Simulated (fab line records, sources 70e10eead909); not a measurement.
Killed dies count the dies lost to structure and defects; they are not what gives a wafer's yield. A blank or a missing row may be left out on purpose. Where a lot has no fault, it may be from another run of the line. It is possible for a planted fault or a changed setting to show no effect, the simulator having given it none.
Comparing a struck lot with a sound one	flow nandHarc	21 out of 1302 route steps
Sound: wafers L216.1, L216.4, L216.6. Struck: wafer L229.5 (left out: L229.2, L229.6 of the same lot, which were not struck); the cause appears at the end.
Each step with rows lists, per side, the tool, then ch with its chambers, then its first start. Under that, the readings that differ: sound wafers	struck wafers	difference of the means	sigmas: that difference in standard deviations of wafers without a fault.
alike: same words and numbers on both sides, and readings whose means sit less than 2 such deviations apart. not compared: any withheld reading, any reading some wafer has no value for, any bound like >300 that may hide the same value, and any number with overlapping values for which the record gives no deviation.
The two part at a step that has a row with sigmas, a row that says differs or no value, or rows on one side only. Numbers that don't overlap but have no deviation are shown without sigmas and don't part them. A reading missing from all wafers of one side parts the sides only when that side holds two or more wafers.

first, 8 steps without rows for these wafers: NHARC_A_ZERO_WELL_HMDS_03 (time 30 s); NHARC_A_ZERO_WELL_COAT_18 (time 65 s); NHARC_A_ZERO_WELL_COAT_04 (resist thk 600 nm); NHARC_A_ZERO_WELL_SOFTBAKE_05 (time 70 s); NHARC_A_ZERO_WELL_EBR_06; NHARC_A_ZERO_WELL_EXPOSE_07 (exposes mask A ZERO); NHARC_A_ZERO_WELL_PEB_08 (peb time 80 s); NHARC_A_ZERO_WELL_DEVELOP_09 (time 50 s).
NHARC_A_ZERO_WELL_CD_MEAS_10 targets a cd of 2000 nm.
  sound on cdSem-01 ch 0, day 9 12:58; struck on cdSem-03 ch 0, day 15 17:49
  alike: cdNm
then, 1 step without rows for these wafers: NHARC_A_ZERO_WELL_HARDBAKE_11 (time 65 s).
NHARC_A_ZERO_WELL_DESCUM_12: chemistry O2, time 3 s.
  sound on rieDiel-02 ch 0,2,3, day 9 13:07; struck on rieDiel-03 ch 1, day 15 18:00
  alike: drypumpMotorCurrentA, oesProductAu, rfVppV, showerheadPlenumPTorr, throttleValvePct
  not compared: rfHoursCounterH
NHARC_A_ZERO_WELL_ETCH_19: etches the open film in N2/H2, target depth 80 nm, overetch 24 nm, time 87.88 s.
  sound on rieDiel-02 ch 0,3, day 9 13:12; struck on rieDiel-03 ch 1, day 15 18:04
  alike: drypumpMotorCurrentA, oesProductAu, rfVppV, showerheadPlenumPTorr, throttleValvePct
  not compared: rfHoursCounterH
NHARC_A_ZERO_WELL_ETCH_13: etches the open film in HBr/Cl2, target depth 120 nm, time 40.1 s.
  sound on rieSi-02 ch 0,3, day 9 13:20; struck on rieSi-01 ch 2, day 15 18:13
reading	sound	struck	difference	sigmas
drypumpMotorCurrentA (A)	6.0 5.7 5.7	5.1	-0.7	-2
heBacksideLeakSccm (sccm)	2.57 2.32 2.22	4.59	+2.22	+8
  alike: oesProductAu, throttleValvePct
  not compared: rfHoursCounterH
then, 4 steps without rows for these wafers: NHARC_A_ZERO_WELL_STRIP_14 (strips in SPM, time 900 s); NHARC_A_ZERO_WELL_IMPLANT_15; NHARC_A_ZERO_WELL_PRECLEAN_22 (cleans in SC1, time 60 s); NHARC_A_ZERO_WELL_SRD_23.
NHARC_A_ZERO_WELL_RTA_16: time 10 s.
  sound on rtpAnneal-01 ch 0, day 9 14:16; struck on rtpAnneal-01 ch 0, day 15 19:07
  alike: lampPowerPct, lamp_zone_5_pct, wafer_temp_C_max
NHARC_A_ZERO_WELL_INSPECT_17:
  sound on defectInspect-01 at day 9 14:28; struck on defectInspect-02 at day 15 19:17
reading	sound	struck	difference	sigmas
rawDefectCount	11 11 6	1159	+1150	+99 or more
then, 1 step without rows for these wafers: NHARC_A_SOURCE_PLATE_PRECLEAN_00 (cleans in HF-LAST, time 60 s).
-- record jumps: 18 days between struck wafers' starts before vs after; left off in module A_SOURCE_PLATE, resumes in module END, first step shown is number 1302 of the route --
NHARC_END_SORT_01:
  sound on prober-02 ch 0, day 28 09:35; struck on prober-02 ch 0, day 33 08:50
reading	sound	struck	difference	sigmas
killedAtArray	43 54 51	136	+87	+5
killedDies	50 57 53	143	+90	+5
killedOpen	2 4 3	8	+5	+2
  alike: killedAtOther, killedAtPeriphery, killedShort

== WHERE THEY PART ==
Earliest at NHARC_A_ZERO_WELL_ETCH_13; latest, in this record, at NHARC_END_SORT_01.

WHY: the cause the simulator had injected
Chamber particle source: rieSi-01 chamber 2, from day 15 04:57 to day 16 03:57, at NHARC_A_ZERO_WELL_ETCH_13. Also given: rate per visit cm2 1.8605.
